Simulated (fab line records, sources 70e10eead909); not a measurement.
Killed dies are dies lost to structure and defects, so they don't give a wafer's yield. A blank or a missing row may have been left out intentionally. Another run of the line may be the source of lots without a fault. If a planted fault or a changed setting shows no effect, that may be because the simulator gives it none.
fab line records	flow nand-harc
record lots=24	wafers=72	last-day=25
route steps=1159 shown A_START@389 A_ONON_D1@439 A_CHANNEL_HOLE_D1@464 A_STAIRCASE@530
lots that met no fault: from a run of the same line without faults
start-h: the number of hours between the record's first day and the start of the first shown wafer of the lot	wait-h: hours elapsed since this lot's preceding step	" same as the row above	L1.1+2: several wafers, shown together as one row	- either no value or no given start	* or withheld: withheld	< > ~ a bound
route shown NAME@n: a module of which the file shows steps, and the number in the route of the first	usual: mean/standard deviation of fault-free wafers	same: alike in all rows	chamber/n: place in a boat	sites: per-site readings	_std_site: standard deviation of those values	_edge_site: mean of outer sites minus mean of inner sites	radius-mm: for every site, how far away it sits from the centre of the wafer	mask NAME#n: copy n	behind: the last tool/chamber to shape the wafer	hold: the reason the lot was held/the length of the hold in hours/how it ended	device: whichever transistor did not switch (one of n, p or np)	end of line: at the end of the route, the tests of the same wafers	a step given without rows: its recipe and nothing more	killed: dies that structure and defects cost at the first sort, which is not the same as the wafer's yield	map: shows each die of a wafer: x if killed, . if not, _ if none is there
set.NAME: the setting as run; set.NAME@STEP: as run at that earlier step	model.NAME: the simulator's own value behind a step, which no gauge read
the route's steps for a sample of lots (tables are steps, rows are wafers)
services: from which hour (start-h, from the record's first day; less than 0 if before it) a tool's chamber was out of use, for how many hours, and why
## steps
# step NHARC_A_START_INSPECT_01
# usual raw-defect-count=3.5/1.8
lot.wafer	tool	chamber	start-h	wait-h	raw-defect-count
L074.2	defect-inspect-02	-	130.64	-	7
L074.4	"	-	"	"	3
L074.5	"	-	"	"	2
L075.2	defect-inspect-02	-	131.73	-	3
L075.4	"	-	"	"	6
L075.5	"	-	"	"	6
L077.1	defect-inspect-01	-	142.26	-	3
L077.4	"	-	"	"	2
L077.6	"	-	"	"	4
L076.1	defect-inspect-02	-	146.81	-	3
L076.2	"	-	"	"	2
L076.5	"	-	"	"	4
L078.1	defect-inspect-02	-	155.52	-	4
L078.3	"	-	"	"	4
L078.5	"	-	"	"	4
L079.4	defect-inspect-01	-	166.03	-	5
L079.5	"	-	"	"	5
L079.6	"	-	"	"	3
L080.3	defect-inspect-02	-	169.30	-	2
L080.4	"	-	"	"	2
L080.5	"	-	"	"	1
L082.2	defect-inspect-01	-	177.15	-	4
L082.3	"	-	"	"	3
L082.5	"	-	"	"	3
L083.1	defect-inspect-02	-	177.50	-	4
L083.2	"	-	"	"	5
L083.3	"	-	"	"	3
L081.2	defect-inspect-01	-	177.83	-	3
L081.3	"	-	"	"	9
L081.5	"	-	"	"	0
L085.1	defect-inspect-02	-	193.94	-	6
L085.2	"	-	"	"	2
L085.6	"	-	"	"	4
L084.1	defect-inspect-01	-	194.44	-	1
L084.2	"	-	"	"	2
L084.3	"	-	"	"	4
L086.1	defect-inspect-01	-	215.65	-	2
L086.3	"	-	"	"	5
L086.6	"	-	"	"	2
L088.1	defect-inspect-01	-	216.47	-	3
L088.2	"	-	"	"	1
L088.4	"	-	"	"	2
L087.3	defect-inspect-01	-	217.17	-	2
L087.4	"	-	"	"	1
L087.5	"	-	"	"	4
L089.1	defect-inspect-01	-	226.52	-	1
L089.2	"	-	"	"	2
L089.5	"	-	"	"	3
L090.2	defect-inspect-01	-	227.69	-	3
L090.3	"	-	"	"	8
L090.4	"	-	"	"	4
L091.1	defect-inspect-02	-	241.72	-	6
L091.2	"	-	"	"	8
L091.6	"	-	"	"	5
L092.1	defect-inspect-01	-	242.35	-	5
L092.3	"	-	"	"	5
L092.5	"	-	"	"	6
L093.3	defect-inspect-02	-	244.35	-	1
L093.5	"	-	"	"	4
L093.6	"	-	"	"	8
L094.2	defect-inspect-01	-	256.21	-	3
L094.3	"	-	"	"	2
L094.4	"	-	"	"	3
L095.2	defect-inspect-02	-	260.24	-	5
L095.4	"	-	"	"	4
L095.5	"	-	"	"	5
L096.1	defect-inspect-01	-	260.87	-	4
L096.3	"	-	"	"	2
L096.4	"	-	"	"	1
L097.3	defect-inspect-02	-	284.24	-	5
L097.4	"	-	"	"	7
L097.6	"	-	"	"	3
# step NHARC_A_ONON_D1_THK_MEAS_21
# recipe thk-meas-gauge=ellipsometry
# usual thk-nm=1001/13
lot.wafer	tool	chamber	start-h	wait-h	thk-nm
L075.2	film-metro-01	-	165.70	-	994
L075.4	"	-	"	"	995
L075.5	"	-	"	"	996
L074.2	film-metro-02	-	165.92	-	991
L074.4	"	-	"	"	992
L074.5	"	-	"	"	990
L076.1	film-metro-01	-	180.85	-	1012
L076.2	"	-	"	"	1011
L076.5	"	-	"	"	1011
L077.1	film-metro-02	-	180.85	-	1012
L077.4	"	-	"	"	1014
L077.6	"	-	"	"	1014
L078.1	film-metro-01	-	191.17	-	968
L078.3	"	-	"	"	969
L078.5	"	-	"	"	969
L079.4	film-metro-02	-	202.47	-	996
L079.5	"	-	"	"	996
L079.6	"	-	"	"	996
L080.3	film-metro-01	-	202.62	-	1016
L080.4	"	-	"	"	1015
L080.5	"	-	"	"	1017
L082.2	film-metro-02	-	211.32	-	996
L082.3	"	-	"	"	997
L082.5	"	-	"	"	998
L083.1	film-metro-01	-	211.33	-	1011
L083.2	"	-	"	"	1013
L083.3	"	-	"	"	1012
L081.2	film-metro-02	-	211.34	-	1006
L081.3	"	-	"	"	1007
L081.5	"	-	"	"	1008
L084.1	film-metro-01	-	227.36	-	1004
L084.2	"	-	"	"	1005
L084.3	"	-	"	"	1006
L085.1	film-metro-02	-	227.36	-	978
L085.2	"	-	"	"	979
L085.6	"	-	"	"	977
L086.1	film-metro-02	-	249.98	-	984
L086.3	"	-	"	"	986
L086.6	"	-	"	"	984
L088.1	film-metro-02	-	250.11	-	1021
L088.2	"	-	"	"	1022
L088.4	"	-	"	"	1020
L087.3	film-metro-01	-	250.12	-	1005
L087.4	"	-	"	"	1004
L087.5	"	-	"	"	1006
L089.1	film-metro-01	-	259.77	-	985
L089.2	"	-	"	"	984
L089.5	"	-	"	"	985
L090.2	film-metro-02	-	259.81	-	987
L090.3	"	-	"	"	986
L090.4	"	-	"	"	987
L091.1	film-metro-02	-	276.31	-	1011
L091.2	"	-	"	"	1010
L091.6	"	-	"	"	1010
L092.1	film-metro-01	-	276.31	-	1011
L092.3	"	-	"	"	1013
L092.5	"	-	"	"	1013
L093.3	film-metro-02	-	276.34	-	997
L093.5	"	-	"	"	999
L093.6	"	-	"	"	1000
L094.2	film-metro-01	-	299.80	-	1020
L094.3	"	-	"	"	1021
L094.4	"	-	"	"	1023
L096.1	film-metro-01	-	299.94	-	1000
L096.3	"	-	"	"	998
L096.4	"	-	"	"	999
L095.2	film-metro-02	-	300.16	-	1004
L095.4	"	-	"	"	1005
L095.5	"	-	"	"	1005
L097.3	film-metro-02	-	321.35	-	996
L097.4	"	-	"	"	996
L097.6	"	-	"	"	996
# step NHARC_A_CHANNEL_HOLE_D1_INSPECT_12
# usual raw-defect-count=5.9/2.5
lot.wafer	tool	chamber	start-h	wait-h	raw-defect-count
L075.2	defect-inspect-02	-	171.92	0.0	3
L075.4	"	-	"	"	6
L075.5	"	-	"	"	10
L074.2	defect-inspect-01	-	172.63	0.1	6
L074.4	"	-	"	"	4
L074.5	"	-	"	"	2
L077.1	defect-inspect-01	-	186.19	0.0	5
L077.4	"	-	"	"	4
L077.6	"	-	"	"	5
L076.1	defect-inspect-01	-	187.36	0.0	8
L076.2	"	-	"	"	9
L076.5	"	-	"	"	9
L078.1	defect-inspect-01	-	200.27	0.0	7
L078.3	"	-	"	"	12
L078.5	"	-	"	"	7
L079.4	defect-inspect-02	-	209.33	0.0	2
L079.5	"	-	"	"	3
L079.6	"	-	"	"	6
L080.3	defect-inspect-01	-	209.75	0.0	3
L080.4	"	-	"	"	7
L080.5	"	-	"	"	3
L082.2	defect-inspect-02	-	216.50	0.0	8
L082.3	"	-	"	"	8
L082.5	"	-	"	"	2
L083.1	defect-inspect-02	-	216.64	0.0	10
L083.2	"	-	"	"	6
L083.3	"	-	"	"	7
L081.2	defect-inspect-02	-	217.22	0.0	8
L081.3	"	-	"	"	7
L081.5	"	-	"	"	5
L084.1	defect-inspect-01	-	232.43	0.0	11
L084.2	"	-	"	"	9
L084.3	"	-	"	"	10
L085.1	defect-inspect-02	-	234.27	0.0	7
L085.2	"	-	"	"	9
L085.6	"	-	"	"	6
L086.1	defect-inspect-01	-	255.33	0.0	6
L086.3	"	-	"	"	13
L086.6	"	-	"	"	7
L088.1	defect-inspect-01	-	256.84	0.0	6
L088.2	"	-	"	"	5
L088.4	"	-	"	"	6
L087.3	defect-inspect-01	-	257.26	0.0	5
L087.4	"	-	"	"	8
L087.5	"	-	"	"	9
L089.1	defect-inspect-01	-	265.80	0.0	8
L089.2	"	-	"	"	4
L089.5	"	-	"	"	3
L090.2	defect-inspect-02	-	266.10	0.0	3
L090.3	"	-	"	"	6
L090.4	"	-	"	"	3
L092.1	defect-inspect-01	-	281.35	0.0	7
L092.3	"	-	"	"	3
L092.5	"	-	"	"	4
L091.1	defect-inspect-02	-	281.71	0.0	6
L091.2	"	-	"	"	7
L091.6	"	-	"	"	9
L093.3	defect-inspect-02	-	281.85	0.0	11
L093.5	"	-	"	"	9
L093.6	"	-	"	"	4
L094.2	defect-inspect-01	-	308.44	0.0	4
L094.3	"	-	"	"	3
L094.4	"	-	"	"	5
L096.1	defect-inspect-01	-	308.92	0.0	3
L096.3	"	-	"	"	5
L096.4	"	-	"	"	5
L095.2	defect-inspect-01	-	310.15	0.1	1
L095.4	"	-	"	"	2
L095.5	"	-	"	"	5
L097.3	defect-inspect-02	-	327.46	0.0	3
L097.4	"	-	"	"	7
L097.6	"	-	"	"	7
# step NHARC_A_CHANNEL_HOLE_D1_ETCH_19
# recipe bias-v=1200	source-w=2500	pressure-mtorr=15	time-s=34.5	ar-flow-sccm=375	c4f8-flow-sccm=28.8	o2-flow-sccm=96.2	temp-c=-20	target-depth-a=*	chemistry=C4F8/O2/Ar
# usual chamber-pressure-mTorr=15.001/0.014	drypump-motor-current-A=5.91/0.28	showerhead-plenum-p-Torr=3.80/0.078	throttle-valve-pct=37.039/0.0091
lot.wafer	tool	chamber	start-h	wait-h	chamber-pressure-mTorr	drypump-motor-current-A	rf-hours-counter-h	showerhead-plenum-p-Torr	throttle-valve-pct
L075.2	har-etch-01	0	173.18	0.1	14.979	5.59	191	3.87	37.047
L075.4	"	0	"	"	15.003	5.61	-	3.87	37.048
L075.5	"	1	"	"	14.988	6.38	-	3.68	37.034
L074.2	har-etch-02	0	176.06	2.2	14.996	5.91	101	3.83	37.037
L074.4	"	0	"	"	15.027	5.88	-	3.83	37.036
L074.5	"	1	"	"	14.974	5.73	-	3.88	37.046
L077.1	har-etch-02	0	187.45	0.1	15.002	5.93	105	3.83	37.032
L077.4	"	0	"	"	15.014	5.92	-	3.83	37.045
L077.6	"	1	"	"	15.028	5.76	-	3.88	37.054
L076.2	har-etch-01	1	188.62	0.1	14.992	6.41	198	3.68	37.042
L076.1	"	0	"	"	15.014	5.62	198	3.87	37.045
L076.5	"	1	"	"	15.008	6.45	-	3.68	37.027
L078.1	har-etch-02	0	201.53	0.1	15.012	5.92	110	3.82	37.052
L078.3	"	0	"	"	14.993	5.93	-	3.82	37.035
L078.5	"	1	"	"	15.013	5.78	-	3.88	37.027
L079.4	har-etch-02	1	210.64	0.1	14.990	5.73	-	3.87	37.030
L079.6	"	0	"	"	15.004	5.92	-	3.82	37.035
L079.5	"	1	"	"	14.997	5.76	-	3.87	37.039
L080.3	har-etch-01	0	211.03	0.1	15.000	5.61	-	3.86	37.049
L080.4	"	1	"	"	14.990	6.41	-	3.67	37.044
L080.5	"	1	"	"	15.011	6.43	-	3.68	37.032
L082.2	har-etch-02	0	217.76	0.1	14.981	5.92	118	3.82	37.022
L082.3	"	0	"	"	14.994	5.91	-	3.82	37.038
L082.5	"	0	"	"	14.984	5.89	-	3.82	37.037
L083.1	har-etch-01	1	217.88	0.1	14.986	6.37	208	3.67	37.024
L083.2	"	0	"	"	15.027	5.62	208	3.86	37.046
L083.3	"	0	"	"	15.013	5.63	-	3.86	37.034
L081.2	har-etch-02	1	221.91	3.5	14.995	5.74	122	3.87	37.027
L081.3	"	0	"	"	15.023	5.90	-	3.81	37.038
L081.5	"	1	"	"	15.002	5.74	-	3.87	37.039
L084.1	har-etch-01	1	233.69	0.1	14.967	6.38	217	3.67	37.041
L084.2	"	0	"	"	15.006	5.61	217	3.86	37.045
L084.3	"	0	"	"	14.994	5.62	-	3.86	37.040
L085.2	har-etch-02	0	235.52	0.1	15.020	5.89	129	3.81	37.045
L085.1	"	1	"	"	15.009	5.73	129	3.86	37.043
L085.6	"	0	"	"	15.005	5.91	-	3.81	37.038
L086.1	har-etch-01	1	256.57	0.1	15.001	6.35	224	3.66	37.046
L086.3	"	0	"	"	14.982	5.63	-	3.85	37.029
L086.6	"	1	"	"	14.991	6.41	-	3.66	37.032
L088.2	har-etch-02	0	258.29	0.1	15.010	5.89	136	3.81	37.038
L088.1	"	1	"	"	15.020	5.75	136	3.86	37.034
L088.4	"	0	"	"	15.011	5.95	-	3.81	37.038
L087.3	har-etch-01	1	260.76	2.3	15.009	6.36	-	3.66	37.037
L087.4	"	0	"	"	14.997	5.64	-	3.85	37.036
L087.5	"	1	"	"	15.021	6.41	-	3.66	37.049
L089.2	har-etch-01	0	267.25	0.1	15.004	5.61	231	3.85	37.027
L089.1	"	1	"	"	15.004	6.45	231	3.66	37.035
L089.5	"	1	"	"	15.003	6.42	-	3.66	37.045
L090.2	har-etch-02	0	267.37	0.1	15.009	5.91	141	3.80	37.040
L090.3	"	1	"	"	14.985	5.75	-	3.86	37.035
L090.4	"	0	"	"	14.999	5.91	-	3.80	37.031
L092.1	har-etch-01	1	282.59	0.1	15.009	6.42	238	3.66	37.031
L092.3	"	1	"	"	14.982	6.37	-	3.66	37.030
L092.5	"	1	"	"	15.003	6.41	-	3.66	37.044
L091.1	har-etch-02	1	283.09	0.1	14.994	5.74	148	3.85	37.030
L091.2	"	0	"	"	14.985	5.91	148	3.80	37.053
L091.6	"	1	"	"	14.991	5.74	-	3.85	37.039
L093.3	har-etch-01	0	286.78	3.3	15.005	5.61	-	3.84	37.036
L093.6	"	0	"	"	14.982	5.62	-	3.84	37.037
L093.5	"	1	"	"	14.976	6.37	-	3.65	37.051
L094.2	har-etch-02	0	310.85	1.2	14.978	5.94	156	3.80	37.034
L094.4	"	0	"	"	14.986	5.95	-	3.80	37.050
L094.3	"	1	"	"	14.990	5.76	-	3.85	37.024
L096.1	har-etch-02	1	315.02	4.9	14.996	5.75	160	3.85	37.022
L096.3	"	0	"	"	14.996	5.93	-	3.79	37.031
L096.4	"	1	"	"	15.003	5.77	-	3.85	37.052
L095.2	har-etch-02	1	319.19	7.9	14.990	5.76	164	3.84	37.033
L095.4	"	0	"	"	14.996	5.94	-	3.79	37.036
L095.5	"	1	"	"	14.997	5.75	-	3.84	37.041
L097.3	har-etch-01	0	328.78	0.1	15.032	5.62	-	3.84	37.042
L097.4	"	1	"	"	14.991	6.35	-	3.65	37.023
L097.6	"	1	"	"	15.004	6.37	-	3.65	37.035
# step NHARC_A_CHANNEL_HOLE_D1_ETCH_25
# recipe bias-v=5000	source-w=withheld	pressure-mtorr=20	time-s=1040.2	ar-flow-sccm=375	c4f8-flow-sccm=93.8	o2-flow-sccm=31.2	temp-c=-20	target-depth-a=15000	chemistry=C4F8/O2/Ar
# usual chamber-pressure-mTorr=19.997/0.018	drypump-motor-current-A=5.91/0.28	showerhead-plenum-p-Torr=3.75/0.074	throttle-valve-pct=32.236/0.0087
lot.wafer	tool	chamber	start-h	wait-h	chamber-pressure-mTorr	drypump-motor-current-A	rf-hours-counter-h	showerhead-plenum-p-Torr	throttle-valve-pct
L075.2	har-etch-01	0	176.20	0.6	20.006	5.61	193	3.82	32.252
L075.4	"	0	"	"	19.971	5.61	-	3.82	32.231
L075.5	"	1	"	"	19.967	6.43	-	3.64	32.252
L074.2	har-etch-02	0	178.94	0.6	20.012	5.91	104	3.77	32.252
L074.4	"	0	"	"	20.011	5.88	-	3.77	32.233
L074.5	"	1	"	"	20.001	5.71	-	3.83	32.227
L077.1	har-etch-02	0	190.47	0.7	19.995	5.92	108	3.77	32.226
L077.4	"	0	"	"	20.013	5.93	-	3.77	32.228
L077.6	"	1	"	"	20.010	5.77	-	3.82	32.241
L076.2	har-etch-01	1	191.53	0.6	19.987	6.40	200	3.63	32.238
L076.1	"	0	"	"	20.000	5.65	200	3.81	32.227
L076.5	"	1	"	"	19.998	6.41	-	3.63	32.226
L078.1	har-etch-02	0	204.41	0.6	20.000	5.92	113	3.77	32.234
L078.3	"	0	"	"	19.996	5.92	-	3.77	32.219
L078.5	"	1	"	"	19.985	5.75	-	3.82	32.238
L079.4	har-etch-02	1	213.91	0.7	19.987	5.74	-	3.82	32.230
L079.6	"	0	"	"	19.981	5.94	-	3.77	32.239
L079.5	"	1	"	"	19.998	5.75	-	3.82	32.231
L080.3	har-etch-01	0	214.20	0.7	20.002	5.63	-	3.81	32.229
L080.4	"	1	"	"	19.990	6.44	-	3.63	32.239
L080.5	"	1	"	"	20.025	6.45	-	3.63	32.224
L083.1	har-etch-01	1	220.78	0.6	20.047	6.40	211	3.63	32.237
L083.2	"	0	"	"	20.002	5.60	211	3.81	32.234
L083.3	"	0	"	"	20.009	5.62	-	3.81	32.229
L082.2	har-etch-02	0	220.79	0.7	19.988	5.91	121	3.77	32.238
L082.3	"	0	"	"	19.976	5.90	-	3.77	32.230
L082.5	"	0	"	"	19.982	5.92	-	3.77	32.232
L081.2	har-etch-02	1	224.81	0.6	19.986	5.75	125	3.81	32.232
L081.3	"	0	"	"	19.984	5.92	-	3.76	32.255
L081.5	"	1	"	"	20.002	5.75	-	3.81	32.230
L084.1	har-etch-01	1	236.61	0.6	20.035	6.41	220	3.62	32.234
L084.2	"	0	"	"	19.989	5.62	220	3.80	32.231
L084.3	"	0	"	"	20.002	5.62	-	3.80	32.241
L085.2	har-etch-02	0	238.44	0.6	20.008	5.92	132	3.76	32.237
L085.1	"	1	"	"	20.026	5.74	132	3.81	32.251
L085.6	"	0	"	"	19.984	5.91	-	3.76	32.238
L086.1	har-etch-01	1	259.44	0.6	19.972	6.33	227	3.62	32.223
L086.3	"	0	"	"	19.999	5.63	-	3.80	32.231
L086.6	"	1	"	"	20.005	6.40	-	3.62	32.236
L088.2	har-etch-02	0	261.20	0.6	19.994	5.89	138	3.76	32.232
L088.1	"	1	"	"	19.987	5.77	138	3.81	32.234
L088.4	"	0	"	"	19.974	5.91	-	3.76	32.243
L087.3	har-etch-01	1	263.92	0.7	20.000	6.41	-	3.62	32.237
L087.4	"	0	"	"	19.963	5.63	-	3.80	32.231
L087.5	"	1	"	"	20.019	6.40	-	3.62	32.218
L089.2	har-etch-01	0	270.14	0.6	19.983	5.59	234	3.80	32.244
L089.1	"	1	"	"	19.985	6.38	234	3.61	32.245
L089.5	"	1	"	"	20.002	6.34	-	3.61	32.224
L090.2	har-etch-02	0	270.40	0.7	20.014	5.93	144	3.75	32.244
L090.3	"	1	"	"	19.982	5.71	-	3.80	32.252
L090.4	"	0	"	"	19.983	5.91	-	3.75	32.231
L092.1	har-etch-01	1	285.48	0.6	20.001	6.36	241	3.61	32.234
L092.3	"	1	"	"	19.985	6.38	-	3.61	32.243
L092.5	"	1	"	"	19.994	6.35	-	3.61	32.217
L091.1	har-etch-02	1	285.99	0.6	19.991	5.73	151	3.80	32.219
L091.2	"	0	"	"	20.010	5.94	151	3.75	32.241
L091.6	"	1	"	"	19.971	5.74	-	3.80	32.235
L093.3	har-etch-01	0	289.95	0.7	19.997	5.60	-	3.79	32.234
L093.6	"	0	"	"	20.009	5.61	-	3.79	32.222
L093.5	"	1	"	"	20.020	6.39	-	3.61	32.234
L094.2	har-etch-02	0	313.73	0.6	20.003	5.94	159	3.74	32.247
L094.4	"	0	"	"	19.991	5.93	-	3.74	32.252
L094.3	"	1	"	"	20.022	5.75	-	3.79	32.241
L096.1	har-etch-02	1	318.05	0.7	20.003	5.74	163	3.79	32.243
L096.3	"	0	"	"	19.963	5.89	-	3.74	32.231
L096.4	"	1	"	"	20.022	5.73	-	3.79	32.241
L095.2	har-etch-02	1	322.22	0.7	20.013	5.76	167	3.79	32.238
L095.4	"	0	"	"	19.973	5.89	-	3.74	32.246
L095.5	"	1	"	"	19.972	5.75	-	3.79	32.228
L097.3	har-etch-01	0	331.93	0.7	19.987	5.62	-	3.79	32.235
L097.4	"	1	"	"	20.013	6.37	-	3.60	32.231
L097.6	"	1	"	"	20.011	6.35	-	3.60	32.239
# step NHARC_A_STAIRCASE_DESCUM_168
# recipe time-s=3	o2-flow-sccm=200	ar-flow-sccm=0	bias-power-w=0	chemistry=O2
# usual chamber-pressure-mTorr=60.00/0.058	drypump-motor-current-A=5.8/0.44	oes-product-au=1.000/0.014	rf-vpp-V=57.7/0.94	showerhead-plenum-p-Torr=1.90/0.096	throttle-valve-pct=11.310/0.0098
# same bias-power-w=0
lot.wafer	tool	chamber	start-h	wait-h	chamber-pressure-mTorr	drypump-motor-current-A	oes-product-au	rf-hours-counter-h	rf-vpp-V	showerhead-plenum-p-Torr	throttle-valve-pct
L075.2	rie-diel-11	3	226.72	-	60.04	5.9	0.997	13	58.5	1.90	11.321
L075.5	"	1	"	"	59.99	5.2	0.973	-	57.2	1.80	11.332
L075.4	"	3	"	"	60.00	5.9	0.997	-	57.6	1.90	11.305
L074.2	rie-diel-13	3	231.20	-	60.00	5.0	0.997	46	57.7	1.81	11.322
L074.4	"	0	"	"	59.84	5.3	1.044	53	56.6	1.77	11.302
L074.5	"	1	"	"	60.09	5.6	0.990	-	58.0	1.87	11.315
L077.4	rie-diel-13	3	246.60	-	60.01	5.0	1.008	52	58.1	1.80	11.318
L077.1	"	0	"	"	59.99	5.3	1.047	59	58.2	1.77	11.304
L077.6	"	2	"	"	59.99	5.4	1.016	-	58.0	2.01	11.305
L076.1	rie-diel-11	1	246.90	-	60.02	5.2	0.978	22	57.4	1.80	11.313
L076.2	"	3	"	"	59.93	5.9	1.017	22	57.8	1.89	11.293
L076.5	"	0	"	"	60.02	6.1	0.989	-	57.5	1.94	11.285
L078.1	rie-diel-11	0	256.11	-	59.99	6.1	0.998	25	57.3	1.94	11.303
L078.3	"	3	"	"	60.00	5.9	1.003	25	58.2	1.89	11.321
L078.5	"	0	"	"	60.02	6.1	0.991	-	56.7	1.94	11.309
L079.4	rie-diel-10	1	266.60	-	60.04	6.3	0.992	39	56.0	1.76	11.301
L079.6	"	1	"	"	59.91	6.3	1.001	-	55.1	1.76	11.298
L079.5	"	2	"	"	59.99	5.6	0.993	-	58.3	1.85	11.320
L080.3	rie-diel-10	3	267.03	-	59.98	6.0	0.992	40	57.9	1.97	11.304
L080.4	"	0	"	"	59.93	6.2	1.003	6	57.7	2.03	11.296
L080.5	"	3	"	"	60.08	6.0	0.994	-	56.4	1.97	11.307
L083.3	rie-diel-10	2	275.33	-	60.00	5.6	0.994	39	57.2	1.85	11.297
L083.2	"	0	"	"	60.01	6.3	0.992	9	57.8	2.03	11.300
L083.1	"	1	"	"	59.99	6.3	0.987	42	56.0	1.76	11.302
L082.2	rie-diel-11	1	275.49	-	59.99	5.2	0.973	32	56.9	1.80	11.303
L082.3	"	2	"	"	60.07	6.5	0.988	7	58.6	1.94	11.300
L082.5	"	2	"	"	60.04	6.5	1.003	-	57.4	1.94	11.311
L081.3	rie-diel-10	0	279.61	-	60.05	6.3	1.003	10	59.5	2.03	11.310
L081.2	"	2	"	"	59.97	5.6	1.014	41	57.4	1.85	11.326
L081.5	"	1	"	"	59.92	6.3	1.000	-	58.2	1.76	11.320
L084.2	rie-diel-10	1	288.59	-	60.01	6.3	0.993	49	56.5	1.76	11.311
L084.1	"	2	"	"	59.94	5.6	1.003	45	56.5	1.85	11.319
L084.3	"	3	"	"	60.09	6.0	1.000	48	57.5	1.96	11.331
L085.2	rie-diel-13	0	288.75	-	59.97	5.2	1.011	1	58.7	2.08	11.320
L085.1	"	1	"	"	59.93	5.6	0.978	1	57.9	1.86	11.308
L085.6	"	2	"	"	60.03	5.4	0.974	-	58.3	2.00	11.308
L088.1	rie-diel-10	2	311.20	-	59.96	5.6	0.999	54	57.8	1.85	11.310
L088.2	"	3	"	"	60.11	6.0	0.984	57	58.6	1.96	11.302
L088.4	"	0	"	"	60.02	6.3	0.999	23	59.4	2.03	11.298
L086.3	rie-diel-10	0	311.65	-	60.12	6.3	0.999	23	57.8	2.03	11.321
L086.1	"	1	"	"	60.02	6.3	1.002	56	56.7	1.76	11.305
L086.6	"	3	"	"	59.95	6.0	0.988	-	57.7	1.96	11.309
L087.4	rie-diel-11	1	317.16	-	60.03	5.2	0.981	50	57.0	1.79	11.298
L087.3	"	0	"	"	60.08	6.1	0.998	48	58.9	1.93	11.320
L087.5	"	2	"	"	59.98	6.5	0.993	-	58.7	1.94	11.314
L090.2	rie-diel-10	0	324.50	-	59.98	6.3	1.009	28	57.4	2.02	11.318
L090.3	"	1	"	"	59.95	6.3	1.007	61	57.2	1.76	11.306
L090.4	"	3	"	"	59.99	6.0	1.002	63	60.0	1.96	11.308
L089.1	rie-diel-13	1	324.69	-	60.10	5.6	0.998	14	58.7	1.86	11.314
L089.2	"	2	"	"	59.94	5.4	0.991	14	58.8	2.00	11.317
L089.5	"	0	"	"	59.90	5.3	1.026	-	57.3	2.07	11.310
L091.1	rie-diel-11	3	337.96	-	59.94	5.9	1.003	55	58.7	1.88	11.328
L091.2	"	2	"	"	59.97	6.5	0.993	31	57.1	1.93	11.319
L091.6	"	0	"	"	60.04	6.0	1.006	-	56.6	1.93	11.307
L092.1	rie-diel-10	3	338.12	-	60.08	6.0	1.001	67	58.6	1.96	11.325
L092.3	"	0	"	"	60.03	6.3	0.998	31	56.9	2.02	11.312
L092.5	"	3	"	"	60.07	6.0	1.000	-	57.1	1.96	11.315
L093.3	rie-diel-10	2	343.53	-	60.05	5.5	1.001	65	57.6	1.85	11.303
L093.5	"	1	"	"	59.97	6.3	0.997	-	57.6	2.08	11.302
L093.6	"	2	"	"	59.96	5.6	1.010	-	57.7	1.85	11.316
L094.4	rie-diel-10	1	365.81	-	60.00	6.3	1.001	1	60.0	2.08	11.314
L094.3	"	3	"	"	60.00	6.0	1.017	1	56.6	1.96	11.315
L094.2	"	0	"	"	59.99	6.3	0.997	1	58.9	2.02	11.309
L095.2	rie-diel-13	3	373.23	-	60.03	5.0	1.023	32	57.0	1.79	11.324
L095.4	"	0	"	"	60.09	5.3	1.030	33	59.4	2.06	11.306
L095.5	"	1	"	"	59.98	5.6	1.014	-	57.0	1.85	11.335
L096.4	rie-diel-13	0	373.39	-	59.85	5.2	1.026	33	57.4	2.07	11.316
L096.1	"	1	"	"	60.03	5.6	1.003	34	57.6	1.85	11.292
L096.3	"	3	"	"	60.05	5.0	1.030	32	59.2	1.79	11.294
L097.4	rie-diel-13	3	385.53	-	60.07	4.9	1.010	37	56.8	1.79	11.310
L097.3	"	0	"	"	60.00	5.2	1.016	38	58.8	2.06	11.298
L097.6	"	2	"	"	60.10	5.4	0.983	-	57.4	1.99	11.318
## services
tool	chamber	start-h	hours	kind
rie-diel-11	-	153.84	0.3	repair
rie-diel-10	0	155.57	-	clean
rie-diel-10	1	155.57	-	clean
rie-diel-10	2	155.57	-	clean
rie-diel-10	3	155.57	-	clean
rie-diel-10	-	176.50	9.0	pm
rie-diel-10	0	176.50	9.0	vent-cycle
rie-diel-11	-	189.65	9.0	pm
rie-diel-11	2	202.52	54.4	repair
rie-diel-10	2	206.85	1.4	repair
rie-diel-13	3	214.06	10.1	repair
rie-diel-11	-	237.80	0.4	repair
har-etch-01	-	305.00	17.0	pm
har-etch-01	0	305.00	17.0	vent-cycle
har-etch-01	1	305.00	17.0	vent-cycle
har-etch-01	0	322.00	-	clean
har-etch-01	0	322.00	-	consumable-replace:focus-ring
har-etch-01	1	322.00	-	clean
har-etch-01	1	322.00	-	consumable-replace:focus-ring
rie-diel-10	2	344.04	9.2	repair
rie-diel-10	-	353.50	9.0	pm
har-etch-01	-	361.13	4.0	repair
rie-diel-11	-	366.65	9.0	pm
rie-diel-10	3	373.61	6.9	repair
## key
fault none
